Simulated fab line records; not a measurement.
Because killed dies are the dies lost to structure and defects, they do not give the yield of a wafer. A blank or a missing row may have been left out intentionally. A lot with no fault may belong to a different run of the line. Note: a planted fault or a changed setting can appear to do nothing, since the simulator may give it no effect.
Split-lot study || flow n5Finfet || 7 lots, 39 wafers read, on a route of 1938 steps

THE SPLIT ITSELF
At N5_BEOL_M10_VIA_ETCH_34 (etches SiCOH lowk in C4F6/O2, target depth 184.5 nm, time 69.2 s), the setting timeS was moved away from the recipe's 69.2 s on 18 of the 39 wafers read, by -39.8% to +21.0%. This setting was run at the recipe's value on the other wafers.

The reading comes from the split's own step.

THE READING
SOC_of_BEOL_M10_COAT_63.thkNm (the simulator's own value, which no gauge read), in nm, at N5_BEOL_M10_VIA_ETCH_34 (etches SiCOH lowk in C4F6/O2, target depth 184.5 nm, time 69.2 s). There is no usual value for it anywhere in the file. Across the 21 wafers here that went through the recipe, the average is 92.2 nm and the standard deviation 0.34 nm.

{"wafer": "L076.1", "tool, chamber at the split": "rieDiel-04, 1", "timeS as run, s": 69.2, "against the recipe": "recipe", "SOC_of_BEOL_M10_COAT_63.thkNm, nm": 92, "against lot-mates on the recipe": "-"}
{"wafer": "L076.2", "tool, chamber at the split": "rieDiel-04, 3", "timeS as run, s": 81.5, "against the recipe": "+17.8%", "SOC_of_BEOL_M10_COAT_63.thkNm, nm": 91, "against lot-mates on the recipe": -1.3}
{"wafer": "L076.3", "tool, chamber at the split": "rieDiel-04, 0", "timeS as run, s": 81.5, "against the recipe": "+17.8%", "SOC_of_BEOL_M10_COAT_63.thkNm, nm": 90.6, "against lot-mates on the recipe": -1.7}
{"wafer": "L076.4", "tool, chamber at the split": "rieDiel-04, 2", "timeS as run, s": 69.2, "against the recipe": "recipe", "SOC_of_BEOL_M10_COAT_63.thkNm, nm": 92.2, "against lot-mates on the recipe": "-"}
{"wafer": "L076.5", "tool, chamber at the split": "rieDiel-04, 0", "timeS as run, s": 69.2, "against the recipe": "recipe", "SOC_of_BEOL_M10_COAT_63.thkNm, nm": 92.6, "against lot-mates on the recipe": "-"}
{"wafer": "L076.6", "tool, chamber at the split": "rieDiel-04, 3", "timeS as run, s": 81.5, "against the recipe": "+17.8%", "SOC_of_BEOL_M10_COAT_63.thkNm, nm": 91.2, "against lot-mates on the recipe": -1.1}
{"wafer": "L077.1", "tool, chamber at the split": "rieDiel-06, 2", "timeS as run, s": 83.76, "against the recipe": "+21.0%", "SOC_of_BEOL_M10_COAT_63.thkNm, nm": 90.6, "against lot-mates on the recipe": -1.8}
{"wafer": "L077.2", "tool, chamber at the split": "rieDiel-06, 0", "timeS as run, s": 83.76, "against the recipe": "+21.0%", "SOC_of_BEOL_M10_COAT_63.thkNm, nm": 90.8, "against lot-mates on the recipe": -1.6}
{"wafer": "L077.3", "tool, chamber at the split": "rieDiel-06, 1", "timeS as run, s": 83.76, "against the recipe": "+21.0%", "SOC_of_BEOL_M10_COAT_63.thkNm, nm": 90.6, "against lot-mates on the recipe": -1.8}
{"wafer": "L077.4", "tool, chamber at the split": "rieDiel-06, 0", "timeS as run, s": 69.2, "against the recipe": "recipe", "SOC_of_BEOL_M10_COAT_63.thkNm, nm": 92.2, "against lot-mates on the recipe": "-"}
{"wafer": "L077.5", "tool, chamber at the split": "rieDiel-06, 1", "timeS as run, s": 69.2, "against the recipe": "recipe", "SOC_of_BEOL_M10_COAT_63.thkNm, nm": 92.4, "against lot-mates on the recipe": "-"}
{"wafer": "L077.6", "tool, chamber at the split": "rieDiel-06, 2", "timeS as run, s": 69.2, "against the recipe": "recipe", "SOC_of_BEOL_M10_COAT_63.thkNm, nm": 92.6, "against lot-mates on the recipe": "-"}
{"wafer": "L079.2", "tool, chamber at the split": "rieDiel-03, 0", "timeS as run, s": 69.2, "against the recipe": "recipe", "SOC_of_BEOL_M10_COAT_63.thkNm, nm": 92.2, "against lot-mates on the recipe": "-"}
{"wafer": "L079.3", "tool, chamber at the split": "rieDiel-03, 2", "timeS as run, s": 69.2, "against the recipe": "recipe", "SOC_of_BEOL_M10_COAT_63.thkNm, nm": 92.4, "against lot-mates on the recipe": "-"}
{"wafer": "L079.5", "tool, chamber at the split": "rieDiel-03, 3", "timeS as run, s": 69.2, "against the recipe": "recipe", "SOC_of_BEOL_M10_COAT_63.thkNm, nm": 92.4, "against lot-mates on the recipe": "-"}
{"wafer": "L080.1", "tool, chamber at the split": "rieDiel-04, 2", "timeS as run, s": 48.51, "against the recipe": "-29.9%", "SOC_of_BEOL_M10_COAT_63.thkNm, nm": 95.2, "against lot-mates on the recipe": "+2.5"}
{"wafer": "L080.2", "tool, chamber at the split": "rieDiel-04, 0", "timeS as run, s": 69.2, "against the recipe": "recipe", "SOC_of_BEOL_M10_COAT_63.thkNm, nm": 92.8, "against lot-mates on the recipe": "-"}
{"wafer": "L080.3", "tool, chamber at the split": "rieDiel-04, 1", "timeS as run, s": 48.51, "against the recipe": "-29.9%", "SOC_of_BEOL_M10_COAT_63.thkNm, nm": 94.8, "against lot-mates on the recipe": "+2.1"}
{"wafer": "L080.4", "tool, chamber at the split": "rieDiel-04, 3", "timeS as run, s": 69.2, "against the recipe": "recipe", "SOC_of_BEOL_M10_COAT_63.thkNm, nm": 92.6, "against lot-mates on the recipe": "-"}
{"wafer": "L080.5", "tool, chamber at the split": "rieDiel-04, 0", "timeS as run, s": 69.2, "against the recipe": "recipe", "SOC_of_BEOL_M10_COAT_63.thkNm, nm": 92.6, "against lot-mates on the recipe": "-"}
{"wafer": "L080.6", "tool, chamber at the split": "rieDiel-04, 3", "timeS as run, s": 48.51, "against the recipe": "-29.9%", "SOC_of_BEOL_M10_COAT_63.thkNm, nm": 94.8, "against lot-mates on the recipe": "+2.1"}
{"wafer": "L082.1", "tool, chamber at the split": "rieDiel-04, 3", "timeS as run, s": 69.2, "against the recipe": "recipe", "SOC_of_BEOL_M10_COAT_63.thkNm, nm": 91.8, "against lot-mates on the recipe": "-"}
{"wafer": "L082.2", "tool, chamber at the split": "rieDiel-04, 2", "timeS as run, s": 42.42, "against the recipe": "-38.7%", "SOC_of_BEOL_M10_COAT_63.thkNm, nm": 95, "against lot-mates on the recipe": "+3.0"}
{"wafer": "L082.3", "tool, chamber at the split": "rieDiel-04, 0", "timeS as run, s": 42.42, "against the recipe": "-38.7%", "SOC_of_BEOL_M10_COAT_63.thkNm, nm": 95, "against lot-mates on the recipe": "+3.0"}
{"wafer": "L082.4", "tool, chamber at the split": "rieDiel-04, 1", "timeS as run, s": 42.42, "against the recipe": "-38.7%", "SOC_of_BEOL_M10_COAT_63.thkNm, nm": 95, "against lot-mates on the recipe": "+3.0"}
{"wafer": "L082.5", "tool, chamber at the split": "rieDiel-04, 2", "timeS as run, s": 69.2, "against the recipe": "recipe", "SOC_of_BEOL_M10_COAT_63.thkNm, nm": 92.4, "against lot-mates on the recipe": "-"}
{"wafer": "L082.6", "tool, chamber at the split": "rieDiel-04, 3", "timeS as run, s": 69.2, "against the recipe": "recipe", "SOC_of_BEOL_M10_COAT_63.thkNm, nm": 91.8, "against lot-mates on the recipe": "-"}
{"wafer": "L083.1", "tool, chamber at the split": "rieDiel-03, 2", "timeS as run, s": 57.65, "against the recipe": "-16.7%", "SOC_of_BEOL_M10_COAT_63.thkNm, nm": 93.2, "against lot-mates on the recipe": "+1.3"}
{"wafer": "L083.2", "tool, chamber at the split": "rieDiel-03, 0", "timeS as run, s": 57.65, "against the recipe": "-16.7%", "SOC_of_BEOL_M10_COAT_63.thkNm, nm": 93.2, "against lot-mates on the recipe": "+1.3"}
{"wafer": "L083.3", "tool, chamber at the split": "rieDiel-03, 3", "timeS as run, s": 57.65, "against the recipe": "-16.7%", "SOC_of_BEOL_M10_COAT_63.thkNm, nm": 93.2, "against lot-mates on the recipe": "+1.3"}
{"wafer": "L083.4", "tool, chamber at the split": "rieDiel-03, 1", "timeS as run, s": 69.2, "against the recipe": "recipe", "SOC_of_BEOL_M10_COAT_63.thkNm, nm": 92, "against lot-mates on the recipe": "-"}
{"wafer": "L083.5", "tool, chamber at the split": "rieDiel-03, 3", "timeS as run, s": 69.2, "against the recipe": "recipe", "SOC_of_BEOL_M10_COAT_63.thkNm, nm": 91.8, "against lot-mates on the recipe": "-"}
{"wafer": "L083.6", "tool, chamber at the split": "rieDiel-03, 2", "timeS as run, s": 69.2, "against the recipe": "recipe", "SOC_of_BEOL_M10_COAT_63.thkNm, nm": 92, "against lot-mates on the recipe": "-"}
{"wafer": "L097.1", "tool, chamber at the split": "rieDiel-03, 3", "timeS as run, s": 69.2, "against the recipe": "recipe", "SOC_of_BEOL_M10_COAT_63.thkNm, nm": 91.8, "against lot-mates on the recipe": "-"}
{"wafer": "L097.2", "tool, chamber at the split": "rieDiel-03, 1", "timeS as run, s": 69.2, "against the recipe": "recipe", "SOC_of_BEOL_M10_COAT_63.thkNm, nm": 91.6, "against lot-mates on the recipe": "-"}
{"wafer": "L097.3", "tool, chamber at the split": "rieDiel-03, 0", "timeS as run, s": 41.63, "against the recipe": "-39.8%", "SOC_of_BEOL_M10_COAT_63.thkNm, nm": 95, "against lot-mates on the recipe": "+3.3"}
{"wafer": "L097.4", "tool, chamber at the split": "rieDiel-03, 2", "timeS as run, s": 69.2, "against the recipe": "recipe", "SOC_of_BEOL_M10_COAT_63.thkNm, nm": 91.8, "against lot-mates on the recipe": "-"}
{"wafer": "L097.5", "tool, chamber at the split": "rieDiel-03, 2", "timeS as run, s": 41.63, "against the recipe": "-39.8%", "SOC_of_BEOL_M10_COAT_63.thkNm, nm": 95, "against lot-mates on the recipe": "+3.3"}
{"wafer": "L097.6", "tool, chamber at the split": "rieDiel-03, 3", "timeS as run, s": 41.63, "against the recipe": "-39.8%", "SOC_of_BEOL_M10_COAT_63.thkNm, nm": 95, "against lot-mates on the recipe": "+3.3"}

THE FIT
A straight line over all 39 wafers: SOC_of_BEOL_M10_COAT_63.thkNm changes by -0.0743 nm for each +1% of timeS; r = -0.97; the points scatter about the line by 0.32 nm.
The same after taking each lot's own level away (the mean of its wafers on the recipe; 39 wafers): -0.0789 nm for each +1%; r = -0.99; scatter 0.17 nm.
On that fit, the largest move of timeS shifts the reading by 3.1 nm.
The lots' own levels span 91.73 to 92.67 nm, that is 2.7 times the standard deviation above.
The two slopes agree, so the slope changes little with the lot-to-lot level.
Check: with one of the wafers moved furthest among these (-39.8%) left out of the fit, the line predicts +3.12 nm for it against its lot-mates. It came out at +3.27 nm against them.

THE WHOLE CHAIN: every reading that the file lists as answering this split, in the file's order
{"step": "N5_BEOL_M10_VIA_ETCH_34", "what it does": "etches SiCOH lowk in C4F6/O2, target depth 184.5 nm, time 69.2 s", "reading": "etch.depthNm (the simulator's own value, which no gauge read)", "change (the file's fit)": "+1.84 nm for each +1% of the setting", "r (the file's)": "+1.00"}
{"step": "N5_BEOL_M10_VIA_ETCH_34", "what it does": "etches SiCOH lowk in C4F6/O2, target depth 184.5 nm, time 69.2 s", "reading": "SOC_of_BEOL_M10_COAT_63.thkNm (the simulator's own value, which no gauge read)", "change (the file's fit)": "-0.0788 nm for each +1% of the setting", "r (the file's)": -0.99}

FILE'S OWN FIT
SOC_of_BEOL_M10_COAT_63.thkNm changes by -0.0788 nm for each +1% of timeS, r = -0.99.
